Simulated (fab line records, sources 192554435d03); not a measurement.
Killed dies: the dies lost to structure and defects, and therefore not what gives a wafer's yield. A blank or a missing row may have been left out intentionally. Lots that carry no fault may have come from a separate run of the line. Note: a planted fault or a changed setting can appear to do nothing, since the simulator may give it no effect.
fab line records	flow n5_finfet	part 1 of 2: steps 1 to 21 of 33
record: lots: 5	wafers: 15	last_day: 18
route steps=1938 shown PMOS_HMC_CHANNEL_EPI@62 FIN_SAQP@90
lots that met no fault: taken from a fault-free run of the same line
start_h: start of the lot's first displayed wafer, in hours after the record's first day	wait_h: hours from the lot's prior step to this one	" repeats the value in the row above	L1.1+2: a single row standing in for several wafers	- no value, or no start was given	* or withheld: withheld	< > ~ a bound
route shown NAME@n: a module of which the file shows steps, and the number in the route of the first	usual: average and standard deviation across the fault-free wafers	same: alike in all rows	chamber/n: place in a boat	sites: each site's reading	_std_site: their standard deviation	_edge_site: mean of outer sites minus mean of inner sites	radius_mm: for every site, how far away it sits from the centre of the wafer	mask NAME#n: copy n	behind: tool/chamber where the wafer was last shaped	hold: reason for holding the lot/hours on hold/outcome of the hold	device: the n, p or np transistor that did not switch	end of line: tests of these same wafers at the route's end	a step given without rows: its recipe and nothing more	killed: dies lost to structure and defects at the first sort, not the wafer's yield	map: dies across one wafer; x = killed, . = not, _ = none there
set.NAME: the setting that was run; set.NAME@STEP: the one run at that earlier step	model.NAME: the simulator's own value behind a step, which no gauge read
a table for each step, a row for each wafer; lots at some steps of the route
services: a tool's chamber out of use, with start hour (start_h, from the record's first day; less than 0 if before it), hours out, and reason
== steps ==
step: N5_PMOS_HMC_CHANNEL_EPI_EXPOSE_06
recipe: mask_id: PMOS_HMC_BLK	na: 1.35	source_shape: conventional	sigma_outer: 0.8	polarization: unpolarized	target_cd_nm: 240	dose_mj: 41
lot.wafer	tool	chamber	start_h	wait_h	mask
L074.3+4+6	arfi_scanner-02	0	17.43	-	PMOS_HMC_BLK#0
L079.2+3+6	arfi_scanner-03	0	47.39	-	PMOS_HMC_BLK#0
L087.1+2+5	arfi_scanner-03	0	95.15	-	PMOS_HMC_BLK#0
L088.1+2+3	arfi_scanner-01	0	107.83	-	PMOS_HMC_BLK#0
L092.1+3+5	arfi_scanner-01	0	125.17	-	PMOS_HMC_BLK#0
step: N5_PMOS_HMC_CHANNEL_EPI_PEB_07
recipe: peb_temp_c: 110	peb_time_s: 60	resist: CAR-ArF-block
usual: exhaust_pa: 45.1/0.85
same: peb_time_s: 60
lot.wafer	tool	chamber	start_h	wait_h	exhaust_pa
L074.3	litho_track-01	0	17.48	0.0	44.7
L074.4	"	0	"	"	45.4
L074.6	"	0	"	"	44.1
L079.2	litho_track-01	0	47.44	0.0	44.1
L079.3	"	0	"	"	44.3
L079.6	"	0	"	"	45.3
L087.1	litho_track-01	0	95.21	0.1	44.7
L087.2	"	0	"	"	44.0
L087.5	"	0	"	"	44.7
L088.1	litho_track-04	0	107.89	0.1	44.5
L088.2	"	0	"	"	44.5
L088.3	"	0	"	"	43.3
L092.1	litho_track-05	0	125.23	0.1	44.8
L092.3	"	0	"	"	46.0
L092.5	"	0	"	"	44.9
step: N5_PMOS_HMC_CHANNEL_EPI_DEVELOP_08
recipe: develop_time_s: 30	developer: TMAH	resist: CAR-ArF-block	dev_temp_c: 23	rinse_liquid: diw	dry: air_spin
usual: exhaust_pa: 44.9/0.78
lot.wafer	tool	chamber	start_h	wait_h	exhaust_pa
L074.3	litho_track-01	0	-	-	44.9
L074.4	"	0	"	"	43.1
L074.6	"	0	"	"	45.1
L079.2	litho_track-01	0	-	-	46.0
L079.3	"	0	"	"	45.0
L079.6	"	0	"	"	45.8
L087.1	litho_track-01	0	-	-	44.1
L087.2	"	0	"	"	45.0
L087.5	"	0	"	"	44.9
L088.1	litho_track-04	0	-	-	44.8
L088.2	"	0	"	"	45.0
L088.3	"	0	"	"	45.5
L092.1	litho_track-05	0	-	-	45.3
L092.3	"	0	"	"	45.3
L092.5	"	0	"	"	44.9
step: N5_PMOS_HMC_CHANNEL_EPI_CD_MEAS_09
recipe: target_cd_nm: 237.4	landing_energy_ev: 500	detector: se_inlens
usual: cd_nm: 237.0/0.77
lot.wafer	tool	chamber	start_h	wait_h	cd_nm
L074.3	cd_sem-01	0	17.54	-	237.6
L074.4	"	0	"	"	237.7
L074.6	"	0	"	"	238.7
L079.2	cd_sem-03	0	47.51	-	237.3
L079.3	"	0	"	"	237.9
L079.6	"	0	"	"	237.8
L087.1	cd_sem-03	0	95.28	-	235.5
L087.2	"	0	"	"	235.3
L087.5	"	0	"	"	236.6
L088.1	cd_sem-01	0	107.96	-	237.2
L088.2	"	0	"	"	236.9
L088.3	"	0	"	"	237.1
L092.1	cd_sem-02	0	125.30	-	237.7
L092.3	"	0	"	"	236.5
L092.5	"	0	"	"	236.7
step: N5_PMOS_HMC_CHANNEL_EPI_OVL_MEAS_10
recipe: points_per_wafer: 44
usual: PMOS_HMC_BLK_OVL: -0.2/0.82
lot.wafer	tool	chamber	start_h	wait_h	PMOS_HMC_BLK_OVL[nm]
L074.3	overlay-02	0	17.57	0.0	1.0
L074.4	"	0	"	"	-0.5
L074.6	"	0	"	"	0.7
L079.2	overlay-01	0	47.54	0.0	2.1
L079.3	"	0	"	"	-0.2
L079.6	"	0	"	"	0.8
L087.1	overlay-02	0	95.31	0.0	-1.0
L087.2	"	0	"	"	-1.2
L087.5	"	0	"	"	-0.4
L088.1	overlay-02	0	107.99	0.0	-0.9
L088.2	"	0	"	"	1.1
L088.3	"	0	"	"	0.1
L092.1	overlay-02	0	125.33	0.0	1.1
L092.3	"	0	"	"	0.3
L092.5	"	0	"	"	1.4
step: N5_PMOS_HMC_CHANNEL_EPI_INSPECT_11
recipe: mode: adi	inspect_instrument: macro
usual: raw_defect_count: 2.3/1.4
lot.wafer	tool	chamber	start_h	wait_h	raw_defect_count
L074.3	defect_inspect-01	-	17.60	0.0	0
L074.4	"	-	"	"	0
L074.6	"	-	"	"	3
L079.2	defect_inspect-01	-	47.56	0.0	0
L079.3	"	-	"	"	1
L079.6	"	-	"	"	1
L087.1	defect_inspect-02	-	95.33	0.0	1
L087.2	"	-	"	"	4
L087.5	"	-	"	"	0
L088.1	defect_inspect-02	-	108.01	0.0	1
L088.2	"	-	"	"	4
L088.3	"	-	"	"	3
L092.1	defect_inspect-01	-	125.35	0.0	3
L092.3	"	-	"	"	0
L092.5	"	-	"	"	1
step: N5_PMOS_HMC_CHANNEL_EPI_DESCUM_14
recipe: chemistry: O2	time_s: 7.9	source_power_w: 50	bias_power_w: 20	pressure_mtorr: 20	rf_frequency_hz: 2.712e+07	temp_c: 40	resist: CAR-ArF-block	o2_flow_sccm: 225
usual: drypump_motor_current_A: 5.7/0.42	oes_product_au: 0.77/0.086	rf_vpp_V: 243.3/1.5	showerhead_plenum_p_Torr: 2.10/0.079	throttle_valve_pct: 20.44/0.24
lot.wafer	tool	chamber	start_h	wait_h	drypump_motor_current_A	oes_product_au	rf_hours_counter_h	rf_vpp_V	showerhead_plenum_p_Torr	throttle_valve_pct
L074.3	rie_diel-04	0	17.63	0.0	5.1	0.93	6	241.8	2.04	20.39
L074.4	"	3	"	"	6.5	0.84	75	239.4	1.94	20.14
L074.6	"	1	"	"	5.5	0.81	-	242.6	2.11	20.26
L079.2	rie_diel-02	1	47.69	0.1	4.9	0.69	240	242.5	2.05	20.52
L079.3	"	3	"	"	6.1	0.91	36	244.4	2.14	20.04
L079.6	"	3	"	"	6.2	0.90	-	244.5	2.14	20.03
L087.1	rie_diel-01	0	95.37	0.0	6.1	0.77	144	243.9	2.19	20.48
L087.2	"	1	"	"	5.8	0.66	245	242.7	1.97	20.85
L087.5	"	0	"	"	6.1	0.77	-	244.7	2.18	20.46
L088.1	rie_diel-01	0	108.04	0.0	6.1	0.76	148	245.5	2.18	20.48
L088.2	"	2	"	"	6.0	0.69	231	241.4	1.98	20.34
L088.3	"	3	"	"	5.4	0.75	162	242.6	2.18	20.64
L092.1	rie_diel-04	2	125.39	0.0	6.0	0.71	204	243.9	2.16	20.34
L092.3	"	3	"	"	6.4	0.80	102	240.6	1.93	20.19
L092.5	"	0	"	"	5.1	0.87	-	243.2	2.03	20.43
step: N5_PMOS_HMC_CHANNEL_EPI_ETCH_32
recipe: chemistry: N2/H2	target: BARC	stop_on: SiO2	target_depth_a: 858	over_etch_frac: 0.3	time_s: 50.3	ion_energy_ev: 200	mask_material: CAR-ArF-block	pressure_mtorr: 30	source_w: 840	bias_w: 150	n2_flow_sccm: 200	h2_flow_sccm: 200
usual: drypump_motor_current_A: 5.7/0.42	oes_product_au: 0.66/0.07	rf_vpp_V: 524.2/2.7	showerhead_plenum_p_Torr: 2.56/0.093	throttle_valve_pct: 17.91/0.25
lot.wafer	tool	chamber	start_h	wait_h	drypump_motor_current_A	oes_product_au	rf_hours_counter_h	rf_vpp_V	showerhead_plenum_p_Torr	throttle_valve_pct
L074.3	rie_diel-04	0	17.66	0.0	5.1	0.80	6	522.9	2.50	17.87
L074.4	"	3	"	"	6.4	0.71	75	520.0	2.37	17.58
L074.6	"	1	"	"	5.5	0.69	-	524.2	2.58	17.89
L079.2	rie_diel-02	1	47.72	0.0	4.9	0.59	240	523.6	2.50	17.93
L079.3	"	3	"	"	6.2	0.76	36	525.2	2.59	17.35
L079.6	"	3	"	"	6.2	0.77	-	525.5	2.59	17.35
L087.1	rie_diel-01	0	95.40	0.0	6.1	0.66	144	525.6	2.65	17.92
L087.2	"	1	"	"	5.8	0.58	245	519.9	2.40	18.33
L087.5	"	0	"	"	6.1	0.66	-	526.8	2.65	17.92
L088.1	rie_diel-01	0	108.08	0.0	6.1	0.66	148	526.8	2.65	17.93
L088.2	"	2	"	"	6.1	0.60	231	518.8	2.41	17.82
L088.3	"	3	"	"	5.4	0.64	162	525.5	2.65	18.16
L092.1	rie_diel-04	2	125.42	0.0	5.9	0.60	204	527.1	2.63	17.84
L092.3	"	3	"	"	6.4	0.69	102	517.5	2.36	17.61
L092.5	"	0	"	"	5.1	0.74	-	521.0	2.48	17.94
step: N5_PMOS_HMC_CHANNEL_EPI_HM_OPEN_15
recipe: chemistry: CHF3/O2	target: SiO2	mask_material: CAR-ArF-block	target_depth_a: 406	CHF3_flow_sccm: 50	O2_flow_sccm: 5	Ar_flow_sccm: 200	time_s: 20.3	pressure_mtorr: 30	source_w: 650	bias_w: 170	ion_energy_ev: 200
usual: O2_flow_sccm: 4.999/0.016	drypump_motor_current_A: 5.7/0.43	mfc_ar_sccm: 200.0/0.6	oes_f_703_au: 0.77/0.081	oes_product_au: 0.77/0.085	rf_vpp_V: 525/5.4	showerhead_plenum_p_Torr: 2.42/0.086	throttle_valve_pct: 18.91/0.25
lot.wafer	tool	chamber	start_h	wait_h	O2_flow_sccm	drypump_motor_current_A	mfc_ar_sccm	oes_f_703_au	oes_product_au	rf_hours_counter_h	rf_vpp_V	showerhead_plenum_p_Torr	throttle_valve_pct
L074.3	rie_diel-04	0	17.71	0.0	5.002	5.1	199.8	0.92	0.94	6	523	2.37	18.90
L074.4	"	3	"	"	5.004	6.5	200.3	0.82	0.83	75	522	2.24	18.63
L074.6	"	1	"	"	5.000	5.4	199.9	0.80	0.81	-	526	2.44	18.78
L079.2	rie_diel-02	1	47.76	0.0	5.016	4.9	200.9	0.68	0.69	240	526	2.38	19.09
L079.3	"	3	"	"	4.995	6.2	200.2	0.91	0.91	36	529	2.45	18.43
L079.6	"	3	"	"	4.992	6.2	200.6	0.91	0.91	-	527	2.45	18.42
L087.1	rie_diel-01	0	95.44	0.0	4.971	6.1	200.2	0.77	0.75	144	523	2.51	18.93
L087.2	"	1	"	"	5.012	5.8	199.2	0.68	0.65	245	513	2.28	19.33
L087.5	"	0	"	"	4.984	6.1	199.4	0.77	0.75	-	523	2.52	18.94
L088.1	rie_diel-01	0	108.12	0.0	4.979	6.1	200.7	0.76	0.76	148	524	2.51	18.96
L088.2	"	2	"	"	5.002	6.0	200.0	0.68	0.69	231	517	2.28	18.79
L088.3	"	3	"	"	4.984	5.4	199.5	0.74	0.75	162	533	2.50	19.07
L092.1	rie_diel-04	2	125.46	0.0	5.005	6.0	199.8	0.69	0.70	204	533	2.49	18.84
L092.3	"	3	"	"	5.011	6.4	200.0	0.79	0.79	102	521	2.23	18.70
L092.5	"	0	"	"	4.992	5.1	199.9	0.85	0.86	-	522	2.35	18.95
step: N5_PMOS_HMC_CHANNEL_EPI_STRIP_33
recipe: chemistry: N2/H2	power_w: 500	temp_c: 40	pressure_mtorr: 50	rf_frequency_hz: 6e+07	overash_fraction: 0.3	bias_power_w: 8	h2_frac: 0.5	n2_flow_sccm: 300	h2_flow_sccm: 300
usual: drypump_motor_current_A: 5.7/0.42	oes_product_au: 0.77/0.085	rf_vpp_V: 54.2/1.6	showerhead_plenum_p_Torr: 3.38/0.12	throttle_valve_pct: 19.0/0.32
lot.wafer	tool	chamber	start_h	wait_h	drypump_motor_current_A	oes_product_au	rf_hours_counter_h	rf_vpp_V	showerhead_plenum_p_Torr	throttle_valve_pct
L074.3	rie_diel-04	0	17.76	0.0	5.1	0.94	6	52.8	3.30	18.9
L074.4	"	3	"	"	6.5	0.84	75	56.2	3.14	18.5
L074.6	"	1	"	"	5.5	0.80	-	52.3	3.40	19.3
L079.2	rie_diel-02	1	47.82	0.0	4.9	0.68	240	52.7	3.30	18.7
L079.3	"	3	"	"	6.2	0.90	36	54.7	3.42	18.3
L079.6	"	3	"	"	6.2	0.90	-	54.6	3.42	18.3
L087.1	rie_diel-01	0	95.50	0.0	6.2	0.76	144	54.0	3.50	19.0
L087.2	"	1	"	"	5.8	0.66	245	55.3	3.17	19.5
L087.5	"	0	"	"	6.2	0.76	-	54.3	3.50	19.0
L088.1	rie_diel-01	0	108.18	0.0	6.1	0.76	148	55.7	3.49	19.0
L088.2	"	2	"	"	6.0	0.70	231	52.8	3.19	18.8
L088.3	"	3	"	"	5.4	0.75	162	53.6	3.50	19.4
L092.1	rie_diel-04	2	125.52	0.0	6.0	0.71	204	53.8	3.47	18.9
L092.3	"	3	"	"	6.4	0.81	102	54.5	3.12	18.5
L092.5	"	0	"	"	5.1	0.88	-	56.9	3.29	18.9
step: N5_PMOS_HMC_CHANNEL_EPI_STRIP_17
recipe: chemistry: SPM	time_s: 750	temp_c: 130	h2so4_h2o2_vol_ratio: 4	dry: ipa_marangoni
lot.wafer	tool	chamber	start_h	wait_h
L074.3+4+6	wet_bench-04	4,5,3	17.83	-
L079.2+3+6	wet_bench-04	1,0,3	47.89	-
L087.1+2+5	wet_bench-03	0,5,1	95.57	-
L088.1+2+3	wet_bench-03	6,4,7	108.24	-
L092.1+3+5	wet_bench-03	0,4,7	125.59	-
step: N5_PMOS_HMC_CHANNEL_EPI_ETCH_38
recipe: chemistry: CF4	target: SiO2	target_depth_a: 15	ion_energy_ev: 350	pressure_mtorr: 10	icp_w: 800	bias_w: 400	cf4_flow_sccm: 80
usual: drypump_motor_current_A: 5.9/0.35	oes_product_au: 0.998/0.02	throttle_valve_pct: 21.8/0.31
lot.wafer	tool	chamber	start_h	wait_h	drypump_motor_current_A	oes_product_au	rf_hours_counter_h	throttle_valve_pct
L074.3	rie_si-04	1	18.06	0.0	5.9	1.009	114	22.3
L074.4	"	3	"	"	5.8	0.973	62	21.9
L074.6	"	2	"	"	6.3	1.003	-	21.5
L079.2	rie_si-04	0	48.12	0.0	6.0	0.996	74	21.9
L079.3	"	2	"	"	6.3	1.008	110	21.5
L079.6	"	1	"	"	5.9	1.007	-	22.3
L087.1	rie_si-03	3	95.80	0.0	5.2	0.982	37	21.6
L087.2	"	2	"	"	5.9	1.013	91	21.9
L087.5	"	3	"	"	5.1	0.987	-	21.6
L088.1	rie_si-04	0	108.48	0.0	6.0	1.009	75	21.9
L088.2	"	1	"	"	5.9	1.023	115	22.3
L088.3	"	2	"	"	6.3	1.007	111	21.5
L092.1	rie_si-02	2	125.82	0.0	6.4	1.012	185	21.7
L092.3	"	0	"	"	5.8	1.044	104	21.4
L092.5	"	2	"	"	6.4	1.006	-	21.8
step: N5_PMOS_HMC_CHANNEL_EPI_FIN_RECESS_16
recipe: chemistry: HBr/Cl2	target: Si	mask_material: SiO2	target_depth_a: 540	time_s: 18	pressure_mtorr: 10	icp_w: 800	bias_w: 75	HBr_flow_sccm: 150	Cl2_flow_sccm: 80
usual: drypump_motor_current_A: 5.9/0.35	oes_product_au: 0.999/0.017	throttle_valve_pct: 35.5/0.34
lot.wafer	tool	chamber	start_h	wait_h	drypump_motor_current_A	oes_product_au	rf_hours_counter_h	throttle_valve_pct
L074.3	rie_si-04	1	18.08	0.0	5.9	1.009	114	36.0
L074.4	"	3	"	"	5.8	0.987	62	35.6
L074.6	"	2	"	"	6.3	1.007	-	35.2
L079.2	rie_si-04	0	48.14	0.0	6.0	1.005	74	35.6
L079.3	"	2	"	"	6.3	1.004	110	35.2
L079.6	"	1	"	"	5.9	1.011	-	36.0
L087.1	rie_si-03	3	95.82	0.0	5.1	0.984	37	35.3
L087.2	"	2	"	"	5.9	1.025	91	35.4
L087.5	"	3	"	"	5.1	0.983	-	35.3
L088.1	rie_si-04	0	108.50	0.0	6.0	1.008	75	35.6
L088.2	"	1	"	"	5.9	1.009	115	36.0
L088.3	"	2	"	"	6.3	1.004	111	35.2
L092.1	rie_si-02	2	125.84	0.0	6.5	0.998	185	35.4
L092.3	"	0	"	"	5.8	1.051	104	34.9
L092.5	"	2	"	"	6.5	0.996	-	35.4
step: N5_PMOS_HMC_CHANNEL_EPI_PRECLEAN_36
recipe: chemistry: O3/DIW	time_s: 45	temp_c: 22	o3_ppm: 10
usual: o3_ppm: 9.99/0.1
lot.wafer	tool	chamber	start_h	wait_h	o3_ppm
L074.3	wet_bench-06	6	18.18	0.1	10.01
L074.4	"	5	"	"	9.84
L074.6	"	2	"	"	10.01
L079.2	wet_bench-03	7	48.24	0.1	10.06
L079.3	"	0	"	"	9.96
L079.6	"	3	"	"	10.07
L087.1	wet_bench-06	6	95.92	0.1	9.86
L087.2	"	7	"	"	10.12
L087.5	"	1	"	"	10.14
L088.1	wet_bench-03	7	108.60	0.1	9.91
L088.2	"	2	"	"	10.12
L088.3	"	1	"	"	9.98
L092.1	wet_bench-06	5	125.94	0.1	10.03
L092.3	"	2	"	"	9.96
L092.5	"	0	"	"	9.99
step: N5_PMOS_HMC_CHANNEL_EPI_PRECLEAN_18
recipe: chemistry: DHF	time_s: 30	temp_c: 25	dilution: withheld
lot.wafer	tool	chamber	start_h	wait_h
L074.3+4+6	wet_bench-06	6,5,2	18.20	0.0
L079.2+3+6	wet_bench-03	7,0,3	48.26	0.0
L087.1+2+5	wet_bench-06	6,7,1	95.94	0.0
L088.1+2+3	wet_bench-03	7,2,1	108.61	0.0
L092.1+3+5	wet_bench-06	5,2,0	125.96	0.0
step: N5_PMOS_HMC_CHANNEL_EPI_SRD_19
recipe: dry: ipa_marangoni	do_ppb: 5	time_s: 30	temp_c: 23	rinse_liquid: diw
lot.wafer	tool	chamber	start_h	wait_h
L074.3+4+6	wet_bench-06	6,5,2	18.21	0.0
L079.2+3+6	wet_bench-03	7,0,3	48.26	0.0
L087.1+2+5	wet_bench-06	6,7,1	95.94	0.0
L088.1+2+3	wet_bench-03	7,2,1	108.62	0.0
L092.1+3+5	wet_bench-06	5,2,0	125.97	0.0
step: N5_PMOS_HMC_CHANNEL_EPI_EPI_20
recipe: material: SiGe30	mask_material: SiO2	pressure_torr: 20	target_thk_a: 590	temp_c: 600
usual: lamp_inner_pct: 11.5/0.51
lot.wafer	tool	chamber	start_h	wait_h	lamp_inner_pct
L074.3	epi_rpcvd-01	0	18.66	0.4	12.0
L074.4	"	0	"	"	12.0
L074.6	"	0	"	"	11.8
L079.2	epi_rpcvd-01	0	48.58	0.3	12.1
L079.3	"	0	"	"	12.1
L079.6	"	0	"	"	12.0
L087.1	epi_rpcvd-02	0	95.99	0.0	10.9
L087.2	"	0	"	"	11.0
L087.5	"	0	"	"	11.0
L088.1	epi_rpcvd-02	0	108.67	0.0	11.0
L088.2	"	0	"	"	11.0
L088.3	"	0	"	"	10.9
L092.1	epi_rpcvd-03	0	126.01	0.0	12.1
L092.3	"	0	"	"	12.2
L092.5	"	0	"	"	12.2
step: N5_PMOS_HMC_CHANNEL_EPI_HM_STRIP_35
recipe: chemistry: dHF	temp_c: 25	material: SiO2	target: SiO2	target_depth_a: 396	time_s: 216
lot.wafer	tool	chamber	start_h	wait_h
L074.3+4+6	wet_bench-03	5,1,7	19.49	0.6
L079.2+3+6	wet_bench-06	6,7,2	49.95	1.1
L087.1+2+5	wet_bench-03	6,7,4	97.27	1.1
L088.1+2+3	wet_bench-06	7,6,0	109.92	1.0
L092.1+3+5	wet_bench-03	2,7,1	127.65	1.4
step: N5_PMOS_HMC_CHANNEL_EPI_SRD_39
recipe: dry: ipa_marangoni	time_s: 30	temp_c: 23	rinse_liquid: diw
lot.wafer	tool	chamber	start_h	wait_h
L074.3+4+6	wet_bench-03	5,1,7	19.61	0.0
L079.2+3+6	wet_bench-06	6,7,2	50.01	0.0
L087.1+2+5	wet_bench-03	6,7,4	97.33	0.0
L088.1+2+3	wet_bench-06	7,6,0	109.98	0.0
L092.1+3+5	wet_bench-03	2,7,1	127.71	0.0
step: N5_PMOS_HMC_CHANNEL_EPI_CMP_21
recipe: material: SiGe30	post_cmp_clean: alkaline_brush	target_thk_nm: 54
usual: motor_current_A: 12.0/0.71
lot.wafer	tool	chamber	start_h	wait_h	motor_current_A
L074.4	cmp-04	0	19.68	0.0	11.5
L074.3	"	1	"	"	13.2
L074.6	"	0	"	"	10.4
L079.3	cmp-02	3	50.09	0.1	11.6
L079.2	"	0	"	"	11.7
L079.6	"	2	"	"	11.8
L087.1	cmp-04	1	97.37	0.0	12.5
L087.2	"	2	"	"	12.5
L087.5	"	1	"	"	13.0
L088.2	cmp-02	3	110.02	0.0	12.4
L088.1	"	0	"	"	11.7
L088.3	"	1	"	"	11.0
L092.3	cmp-02	1	127.79	0.1	10.3
L092.1	"	3	"	"	12.1
L092.5	"	1	"	"	11.1
step: N5_PMOS_HMC_CHANNEL_EPI_THK_MEAS_22
recipe: reads: SiGe30_of_PMOS_HMC_CHANNEL_EPI_EPI_20
usual: HMC_CMP_THK: 54.0/0.59
lot.wafer	tool	chamber	start_h	wait_h	HMC_CMP_THK[nm]
L074.3	film_metro-02	-	19.97	-	54.6
L074.4	"	-	"	"	54.1
L074.6	"	-	"	"	54.3
L079.2	film_metro-01	-	50.35	-	54.2
L079.3	"	-	"	"	54.0
L079.6	"	-	"	"	54.7
L087.1	film_metro-01	-	97.67	-	53.9
L087.2	"	-	"	"	54.5
L087.5	"	-	"	"	54.5
L088.1	film_metro-02	-	110.32	-	53.8
L088.2	"	-	"	"	54.4
L088.3	"	-	"	"	54.1
L092.1	film_metro-01	-	128.04	-	54.3
L092.3	"	-	"	"	54.6
L092.5	"	-	"	"	54.4
